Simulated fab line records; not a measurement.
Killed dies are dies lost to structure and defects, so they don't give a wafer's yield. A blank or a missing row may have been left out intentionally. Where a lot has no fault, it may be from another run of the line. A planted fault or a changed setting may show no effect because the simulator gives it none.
Struck lot and sound lot, side by side || flow nand-harc || 21 out of 1159 route steps
Sound: the wafers L415.1, L415.4, L415.5. Wafers struck: L412.3, L412.4, L412.5. The cause is named last.
Order at every step that has rows: each side's tool, ch and its chambers, its first start. Under that, the readings that differ: sound wafers || struck wafers || difference of the means || sigmas: that difference in standard deviations of wafers without a fault.
alike: readings whose means differ by less than 2 such deviations, and words and numbers that are the same on both sides. not compared: withheld readings, readings that some wafer has no value for, bounds like >300 that may hide the same value, and numbers for which the record gives no deviation and whose values overlap.
The two part at a step that has a row with sigmas, a row that says differs or no value, or rows on one side only. Non-overlapping numbers with no deviation appear without sigmas and do not part them. Lack of a reading on every wafer of one side parts them only where that side has two or more wafers.

first, 5 steps without rows for these wafers: NHARC_P_STI_SOFTBAKE_04 (time 70 s); NHARC_P_STI_EBR_05; NHARC_P_STI_EXPOSE_06 (exposes mask P STI, target cd 200 nm); NHARC_P_STI_PEB_07 (peb time 80 s); NHARC_P_STI_DEVELOP_08 (time 50 s).
NHARC_P_STI_CD_MEAS_09: target cd 200 nm.
  sound on cd-sem-01 ch 0, day 6 19:42; struck on cd-sem-02 ch 0, day 6 11:46
  alike: cd-nm
NHARC_P_STI_OVL_MEAS_10:
  sound on overlay-01, day 6 19:48; struck on overlay-01, day 6 11:51
  alike: overlay-x-nm, overlay-y-nm
NHARC_P_STI_INSPECT_11:
  sound on defect-inspect-02, day 6 19:50; struck on defect-inspect-02, day 6 11:53
  alike: raw-defect-count
then, 1 step without rows for these wafers: NHARC_P_STI_HARDBAKE_13 (time 65 s).
NHARC_P_STI_DESCUM_14: chemistry O2, time 3 s.
  sound on rie-diel-05 ch 0,1,2, day 6 19:59; struck on rie-diel-01 ch 0,3, day 6 12:01
  alike: drypump-motor-current-A, oes-product-au, rf-vpp-V, showerhead-plenum-p-Torr, throttle-valve-pct
  not compared: rf-hours-counter-h
NHARC_P_STI_ETCH_42: etches the open film in N2/H2, target depth 80 nm, overetch 24 nm, time 61 s.
  sound on rie-diel-05 ch 1,3, day 6 20:04; struck on rie-diel-01 ch 0,2, day 6 12:07
  alike: bias-w, chamber-pressure-mTorr, drypump-motor-current-A, oes-product-au, rf-vpp-V, showerhead-plenum-p-Torr, throttle-valve-pct
  not compared: rf-hours-counter-h
NHARC_P_STI_ETCH_31: etches the open film in CF4/CHF3, target depth 108.9 nm, time 54.5 s.
  sound on rie-diel-05 ch 1,2,3; struck on rie-diel-01 ch 1,2,3
{"reading": "cf4-flow-sccm (sccm)", "sound": "99.88 99.64 99.26", "struck": "100.49 100.01 100.34", "difference": "+0.69", "sigmas": "+2"}
  alike: bias-w, drypump-motor-current-A, oes-product-au, rf-vpp-V, showerhead-plenum-p-Torr, throttle-valve-pct
  not compared: rf-hours-counter-h
NHARC_P_STI_ETCH_15: etches the open film in HBr/Cl2, target depth 300 nm, time 100.1 s.
  sound on rie-si-02 ch 0,2,3, day 6 20:19; struck on rie-si-02 ch 1,2, day 6 12:17
  no value came back on the struck wafers for any of 6 readings (bias-w (W), chamber-pressure-mTorr (mTorr) and others); on the sound wafers bias-w (W) reads 100.03 99.47 99.80
  not compared: rf-hours-counter-h
NHARC_P_STI_CD_MEAS_16:
  sound on cd-sem-02, day 6 20:27; struck on cd-sem-03, day 6 12:29
  alike: cd-nm
NHARC_P_STI_OCD_MEAS_17:
  sound on ocd-02, day 6 20:32; struck on ocd-02, day 6 12:35
{"reading": "trench-depth-nm (nm)", "sound": "300 294 302", "struck": "0 0 0", "difference": -299, "sigmas": -73}
{"reading": "trench-foot-cd-nm (nm)", "sound": "160.6 160.9 159.2", "struck": "- - -", "difference": "no value on the struck wafers", "sigmas": ""}
then, 3 steps without rows for these wafers: NHARC_P_STI_STRIP_19 (strips in SPM, time 900 s); NHARC_P_STI_PRECLEAN_32 (cleans in SC1); NHARC_P_STI_SRD_23.
NHARC_P_STI_OCD_MEAS_43:
  sound on ocd-01, day 6 21:03; struck on ocd-02, day 6 13:06
{"reading": "trench-depth-nm (nm)", "sound": "300 293 302", "struck": "0 0 0", "difference": -298, "sigmas": -73}
{"reading": "trench-foot-cd-nm (nm)", "sound": "160.2 160.8 159.2", "struck": "- - -", "difference": "no value on the struck wafers", "sigmas": ""}
then, 1 step without rows for these wafers: NHARC_P_STI_OXIDE_33 (material SiO2, target thk 10 nm, ox time 281 s).
-- record jumps: 17 days between struck wafers' starts before vs after; left off in module P_STI, resumes in module END, first step shown is number 1159 of the route --
NHARC_END_SORT_01:
  the record has rows for the struck wafers here (prober-01 ch 0, day 23 09:06) and none for the sound ones

== WHERE THEY PART ==
Earliest at NHARC_P_STI_ETCH_31; latest, in this record, at NHARC_END_SORT_01.

WHY: what had been put in by the simulator
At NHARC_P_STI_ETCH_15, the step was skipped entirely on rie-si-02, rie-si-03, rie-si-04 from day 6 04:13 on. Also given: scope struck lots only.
